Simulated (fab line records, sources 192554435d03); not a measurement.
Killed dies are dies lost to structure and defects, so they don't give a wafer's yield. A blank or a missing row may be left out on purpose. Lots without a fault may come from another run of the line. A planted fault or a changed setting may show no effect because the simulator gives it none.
Split-lot experiment | flow n5_finfet | 7 lots, 21 wafers read, on a route of 1938 steps

THE SPLIT
At N5_BEOL_M5_HM_DEP_02 (deposits TiN, target thk 20 nm), the setting target_thk_a was moved away from the recipe's 200 angstrom on 13 of the 21 wafers read, by -11.3% to +8.4%. The other wafers ran this setting at the recipe's value.

FROM THE SPLIT TO THE READING: what the file shows between them, 4 steps
- N5_BEOL_M5_COAT_59: time 60 s, resist thk 60 nm
- N5_BEOL_M5_COAT_60: time 60 s, resist thk 12 nm
- N5_BEOL_M5_STRIP_73: strips in N2/H2
- N5_BEOL_M5_STRIP_64: strips in CF4

THE READING
etch.depth_nm (the simulator's own value, which no gauge read), in nm, at N5_BEOL_M5_HM_OPEN_17 (chemistry Cl2/BCl3, target TiN, target depth 20 nm, overetch 6 nm). The file gives no usual value for it. The 8 wafers here that ran the recipe average 19.92 nm, standard deviation 0.18 nm.

wafer  | tool, chamber at the split | target_thk_a as run, angstrom | against the recipe | etch.depth_nm, nm | against lot-mates on the recipe
L077.1 | pvd_sputter-03, -          | 200                           | recipe             | 19.73             | -
L077.2 | pvd_sputter-03, -          | 180.4                         | -9.8%              | 17.72             | -2.01
L077.5 | pvd_sputter-03, -          | 180.4                         | -9.8%              | 17.78             | -1.95
L078.1 | pvd_sputter-02, -          | 192.7                         | -3.7%              | 19.21             | no lot-mate on the recipe
L078.5 | pvd_sputter-02, -          | 192.7                         | -3.7%              | 18.98             | no lot-mate on the recipe
L078.6 | pvd_sputter-02, -          | 192.7                         | -3.7%              | 19.15             | no lot-mate on the recipe
L081.3 | pvd_sputter-02, -          | 200                           | recipe             | 19.69             | -
L081.4 | pvd_sputter-02, -          | 200                           | recipe             | 20.09             | -
L081.5 | pvd_sputter-02, -          | 200                           | recipe             | 20.07             | -
L083.1 | pvd_sputter-02, -          | 216.8                         | +8.4%              | 21.34             | +1.16
L083.3 | pvd_sputter-02, -          | 216.8                         | +8.4%              | 22.07             | +1.89
L083.4 | pvd_sputter-02, -          | 200                           | recipe             | 20.18             | -
L087.2 | pvd_sputter-03, -          | 216.5                         | +8.3%              | 21.5              | +1.58
L087.3 | pvd_sputter-03, -          | 216.5                         | +8.3%              | 21.41             | +1.49
L087.4 | pvd_sputter-03, -          | 200                           | recipe             | 19.92             | -
L091.3 | pvd_sputter-01, -          | 191.8                         | -4.1%              | 19.33             | no lot-mate on the recipe
L091.4 | pvd_sputter-01, -          | 191.8                         | -4.1%              | 19.5              | no lot-mate on the recipe
L091.6 | pvd_sputter-01, -          | 191.8                         | -4.1%              | 19.26             | no lot-mate on the recipe
L096.2 | pvd_sputter-01, -          | 200                           | recipe             | 19.94             | -
L096.3 | pvd_sputter-01, -          | 177.3                         | -11.3%             | 17.82             | -2.01
L096.5 | pvd_sputter-01, -          | 200                           | recipe             | 19.72             | -

THE FIT
A straight line over all 21 wafers: etch.depth_nm changes by +0.2 nm for each +1% of target_thk_a; r = +0.98; the points scatter about the line by 0.23 nm.
The same after taking each lot's own level away (the mean of its wafers on the recipe; 15 wafers): +0.188 nm for each +1%; r = +0.99; scatter 0.19 nm.
On that fit, the largest move of target_thk_a shifts the reading by 2.1 nm.
The lots' own levels span 19.730 to 20.180 nm, that is 2.6 times the standard deviation above.
So the lot-to-lot level changes the slope little: the two slopes agree.
Check: with one of the wafers moved furthest among these (-11.3%) left out of the fit, the line predicts -2.22 nm for it against its lot-mates. It came out at -2.01 nm against them.

OTHER SPLITS ON THESE WAFERS
These wafers also went through other splits before the reading. Each is held against what the fit with the lots' levels taken away leaves over:
other split on the same wafers | wafers away from the commonest value | r with etch.depth_nm (lot level and that fit taken away)
N5_BEOL_M4_DESCUM_16 time_s    | 8                                    | +0.25

THE WHOLE CHAIN: every reading that the file lists as answering this split, in the file's order
step                  | what it does                                                      | reading                                                                          | change (the file's fit)               | r (the file's)
N5_BEOL_M5_HM_DEP_02  | deposits TiN, target thk 20 nm                                    | TiN_of_BEOL_M5_HM_DEP_02.thk_nm (the simulator's own value, which no gauge read) | +0.188 nm for each +1% of the setting | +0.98
N5_BEOL_M5_HM_OPEN_17 | chemistry Cl2/BCl3, target TiN, target depth 20 nm, overetch 6 nm | etch.depth_nm (the simulator's own value, which no gauge read)                   | +0.186 nm for each +1% of the setting | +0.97

THE FILE'S OWN FIT
etch.depth_nm changes by +0.186 nm for each +1% of target_thk_a, r = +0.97.
